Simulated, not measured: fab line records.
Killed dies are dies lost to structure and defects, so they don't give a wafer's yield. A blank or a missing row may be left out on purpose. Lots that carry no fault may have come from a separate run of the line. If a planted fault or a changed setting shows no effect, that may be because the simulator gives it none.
Which tool was responsible? / flow n5 finfet / 11 lots, 33 wafers sampled, at 4 steps of a route of 1938

## WHAT EACH GAUGE READ, for each wafer
No reading from a measuring or inspecting step in the record can be judged against a usual standard deviation.

## WHICH TOOL RAN EACH LOT (tool, then ch and the chambers of the sampled wafers, then the start)
lot=L735; N5_BEOL_M8_CURE_75=uv cure-01 ch 2, day 12 03:06; N5_BEOL_M8_ALD_77=ald metal-03 ch 0,1,3, day 12 03:34; N5_BEOL_M8_SURFACE_TREAT_79=pvd sputter-01, day 12 03:51; N5_BEOL_M8_CMP_52=cmp-01 ch 1,3, day 12 05:59
lot=L736; N5_BEOL_M8_CURE_75=uv cure-01 ch 0, day 12 19:50; N5_BEOL_M8_ALD_77=ald metal-03 ch 0,1,3, day 12 20:23; N5_BEOL_M8_SURFACE_TREAT_79=pvd sputter-02, day 12 22:19; N5_BEOL_M8_CMP_52=cmp-04 ch 0,2,3, day 12 23:14
lot=L737; N5_BEOL_M8_CURE_75=uv cure-03 ch 2, day 13 04:05; N5_BEOL_M8_ALD_77=ald metal-03 ch 0,1,2, day 13 04:26; N5_BEOL_M8_SURFACE_TREAT_79=pvd sputter-02, day 13 04:44; N5_BEOL_M8_CMP_52=cmp-04 ch 2,3, day 13 05:43
lot=L740; N5_BEOL_M8_CURE_75=uv cure-01 ch 0, day 13 12:02; N5_BEOL_M8_ALD_77=ald metal-03 ch 1,2,3, day 13 12:31; N5_BEOL_M8_SURFACE_TREAT_79=pvd sputter-01, day 13 12:48; N5_BEOL_M8_CMP_52=cmp-03 ch 0,3, day 13 15:07
lot=L738; N5_BEOL_M8_CURE_75=uv cure-02 ch 0, day 14 03:08; N5_BEOL_M8_ALD_77=ald metal-03 ch 0,3, day 14 04:23; N5_BEOL_M8_SURFACE_TREAT_79=pvd sputter-03, day 14 04:47; N5_BEOL_M8_CMP_52=cmp-03 ch 0,1,2, day 14 05:31
lot=L745; N5_BEOL_M8_CURE_75=uv cure-01 ch 2, day 14 19:29; N5_BEOL_M8_ALD_77=ald metal-03 ch 0,2,3, day 14 20:03; N5_BEOL_M8_SURFACE_TREAT_79=pvd sputter-01, day 14 20:23; N5_BEOL_M8_CMP_52=cmp-01 ch 0,2,3, day 14 21:08
lot=L751; N5_BEOL_M8_CURE_75=uv cure-02 ch 2, day 15 23:11; N5_BEOL_M8_ALD_77=ald metal-02 ch 1,2,3, day 15 23:38; N5_BEOL_M8_SURFACE_TREAT_79=pvd sputter-01, day 16 01:51; N5_BEOL_M8_CMP_52=cmp-01 ch 0,2,3, day 16 04:02
lot=L752; N5_BEOL_M8_CURE_75=uv cure-01 ch 2, day 17 14:55; N5_BEOL_M8_ALD_77=ald metal-01 ch 1,2,3, day 17 15:20; N5_BEOL_M8_SURFACE_TREAT_79=pvd sputter-02, day 17 15:37; N5_BEOL_M8_CMP_52=cmp-04 ch 0,1,2, day 17 16:24
lot=L757; N5_BEOL_M8_CURE_75=uv cure-02 ch 1, day 18 00:37; N5_BEOL_M8_ALD_77=ald metal-03 ch 0,1,2, day 18 01:09; N5_BEOL_M8_SURFACE_TREAT_79=pvd sputter-03, day 18 01:40; N5_BEOL_M8_CMP_52=cmp-03 ch 1,2,3, day 18 02:54
lot=L756; N5_BEOL_M8_CURE_75=uv cure-03 ch 2, day 18 00:47; N5_BEOL_M8_ALD_77=ald metal-01 ch 0,1,2, day 18 01:17; N5_BEOL_M8_SURFACE_TREAT_79=pvd sputter-01, day 18 01:42; N5_BEOL_M8_CMP_52=cmp-04 ch 0,2,3, day 18 02:40
lot=L755; N5_BEOL_M8_CURE_75=uv cure-01 ch 2, day 19 07:16; N5_BEOL_M8_ALD_77=ald metal-02 ch 0,2, day 19 07:44; N5_BEOL_M8_SURFACE_TREAT_79=pvd sputter-03, day 19 08:01; N5_BEOL_M8_CMP_52=cmp-01 ch 2,3, day 19 08:50
- N5_BEOL_M8_CURE_75: cures SiCOH lowk, time 120 s.
- N5_BEOL_M8_ALD_77: deposits TaN, target thk 2 nm, pulse time 2 s, purge time 3 s.
- N5_BEOL_M8_SURFACE_TREAT_79
- N5_BEOL_M8_CMP_52: polishes, stops on SiCOH lowk, t overpolish 6.9 s, target thk 80 nm.

## AS READ BY THE TOOLS THEMSELVES (means over the sampled wafers that have a number; for cases with no such wafer, the mark the record gives instead)
N5_BEOL_M8_CURE_75. Usual: lamp power pct 52.32 %, standard deviation 0.057; wafer_temp_C_max 372.1, standard deviation 0.89.
lot=L735; tool=uv cure-01; lamp power pct (%)=52.30; wafer_temp_C_max=373.3; flag=
lot=L736; tool=uv cure-01; lamp power pct (%)=52.28; wafer_temp_C_max=372.1; flag=
lot=L737; tool=uv cure-03; lamp power pct (%)=52.35; wafer_temp_C_max=371.2; flag=
lot=L740; tool=uv cure-01; lamp power pct (%)=52.33; wafer_temp_C_max=372.2; flag=
lot=L738; tool=uv cure-02; lamp power pct (%)=52.30; wafer_temp_C_max=371.2; flag=
lot=L745; tool=uv cure-01; lamp power pct (%)=52.32; wafer_temp_C_max=373.1; flag=
lot=L751; tool=uv cure-02; lamp power pct (%)=52.26; wafer_temp_C_max=371.9; flag=
lot=L752; tool=uv cure-01; lamp power pct (%)=52.30; wafer_temp_C_max=373.5; flag=
lot=L757; tool=uv cure-02; lamp power pct (%)=52.33; wafer_temp_C_max=372.0; flag=
lot=L756; tool=uv cure-03; lamp power pct (%)=52.29; wafer_temp_C_max=371.3; flag=
lot=L755; tool=uv cure-01; lamp power pct (%)=52.34; wafer_temp_C_max=373.2; flag=

N5_BEOL_M8_ALD_77. Usual: chamber pressure Torr 3.000 Torr, standard deviation 0.0061; heater power w 412 W, standard deviation 36; susceptor temp C 275.01 C, standard deviation 0.16.
lot=L735; tool=ald metal-03; chamber pressure Torr (Torr)=2.996; heater power w (W)=408; susceptor temp C (C)=274.90; flag=
lot=L736; tool=ald metal-03; chamber pressure Torr (Torr)=3.003; heater power w (W)=409; susceptor temp C (C)=275.19; flag=
lot=L737; tool=ald metal-03; chamber pressure Torr (Torr)=3.003; heater power w (W)=407; susceptor temp C (C)=275.02; flag=
lot=L740; tool=ald metal-03; chamber pressure Torr (Torr)=3.008; heater power w (W)=428; susceptor temp C (C)=275.06; flag=
lot=L738; tool=ald metal-03; chamber pressure Torr (Torr)=2.994; heater power w (W)=428; susceptor temp C (C)=275.12; flag=
lot=L745; tool=ald metal-03; chamber pressure Torr (Torr)=2.995; heater power w (W)=423; susceptor temp C (C)=275.02; flag=
lot=L751; tool=ald metal-02; chamber pressure Torr (Torr)=2.997; heater power w (W)=409; susceptor temp C (C)=274.97; flag=
lot=L752; tool=ald metal-01; chamber pressure Torr (Torr)=3.002; heater power w (W)=388; susceptor temp C (C)=274.98; flag=
lot=L757; tool=ald metal-03; chamber pressure Torr (Torr)=3.002; heater power w (W)=408; susceptor temp C (C)=275.04; flag=
lot=L756; tool=ald metal-01; chamber pressure Torr (Torr)=3.002; heater power w (W)=395; susceptor temp C (C)=275.00; flag=
lot=L755; tool=ald metal-02; chamber pressure Torr (Torr)=3.002; heater power w (W)=432; susceptor temp C (C)=275.00; flag=

N5_BEOL_M8_CMP_52. Usual: barrier field endpoint s 29.1 s, standard deviation 0.97; motor current A 6.1 A, standard deviation 0.51; overpolish run s 6.901 s, standard deviation 0.009; pad life wafers 1056, standard deviation 550; slurry filter dp kPa 13.51 kPa, standard deviation 0.14; time to endpoint s 63 s, standard deviation 4.9.
lot=L735; tool=cmp-01; barrier field endpoint s (s)=28.9; motor current A (A)=7.0; overpolish run s (s)=6.902; pad life wafers=1219; slurry filter dp kPa (kPa)=13.54; time to endpoint s (s)=58; flag=
lot=L736; tool=cmp-04; barrier field endpoint s (s)=30.2; motor current A (A)=6.0; overpolish run s (s)=6.902; pad life wafers=554; slurry filter dp kPa (kPa)=13.36; time to endpoint s (s)=65; flag=
lot=L737; tool=cmp-04; barrier field endpoint s (s)=29.6; motor current A (A)=6.2; overpolish run s (s)=6.915; pad life wafers=595; slurry filter dp kPa (kPa)=13.54; time to endpoint s (s)=62; flag=
lot=L740; tool=cmp-03; barrier field endpoint s (s)=29.7; motor current A (A)=5.9; overpolish run s (s)=6.889; pad life wafers=182; slurry filter dp kPa (kPa)=13.55; time to endpoint s (s)=70; flag=
lot=L738; tool=cmp-03; barrier field endpoint s (s)=30.6; motor current A (A)=5.5; overpolish run s (s)=6.901; pad life wafers=301; slurry filter dp kPa (kPa)=13.51; time to endpoint s (s)=66; flag=
lot=L745; tool=cmp-01; barrier field endpoint s (s)=29.2; motor current A (A)=6.0; overpolish run s (s)=6.898; pad life wafers=1747; slurry filter dp kPa (kPa)=13.45; time to endpoint s (s)=65; flag=
lot=L751; tool=cmp-01; barrier field endpoint s (s)=29.2; motor current A (A)=6.3; overpolish run s (s)=6.902; pad life wafers=1939; slurry filter dp kPa (kPa)=13.60; time to endpoint s (s)=66; flag=
lot=L752; tool=cmp-04; barrier field endpoint s (s)=29.7; motor current A (A)=5.9; overpolish run s (s)=6.895; pad life wafers=1472; slurry filter dp kPa (kPa)=13.50; time to endpoint s (s)=65; flag=
lot=L757; tool=cmp-03; barrier field endpoint s (s)=29.6; motor current A (A)=5.5; overpolish run s (s)=6.895; pad life wafers=1046; slurry filter dp kPa (kPa)=13.59; time to endpoint s (s)=67; flag=
lot=L756; tool=cmp-04; barrier field endpoint s (s)=29.7; motor current A (A)=6.3; overpolish run s (s)=6.897; pad life wafers=1561; slurry filter dp kPa (kPa)=13.36; time to endpoint s (s)=65; flag=
lot=L755; tool=cmp-01; barrier field endpoint s (s)=29.9; motor current A (A)=5.7; overpolish run s (s)=6.901; pad life wafers=380; slurry filter dp kPa (kPa)=13.60; time to endpoint s (s)=64; flag=

## THE ANSWER, worked out from the rows above alone
Rule: take the mean of a lot's wafers that have a number; if it is more than 3 standard deviations from the usual mean, the lot is off. Also off: a lot with no number at a reading for which 4 or more lots have one. Any other lot the step has rows for is counted as sound. The gauges are gone through in route order, then the tools' own readings, and for those a lot's mean is taken as printed above. The first step at which some lot is off is used, and at that step the reading that is off furthest; a lot without a number counts as furthest.
Nothing can be told from this: no lot is off at any reading shown.

## WHAT WAS PUT IN BY THE SIMULATOR
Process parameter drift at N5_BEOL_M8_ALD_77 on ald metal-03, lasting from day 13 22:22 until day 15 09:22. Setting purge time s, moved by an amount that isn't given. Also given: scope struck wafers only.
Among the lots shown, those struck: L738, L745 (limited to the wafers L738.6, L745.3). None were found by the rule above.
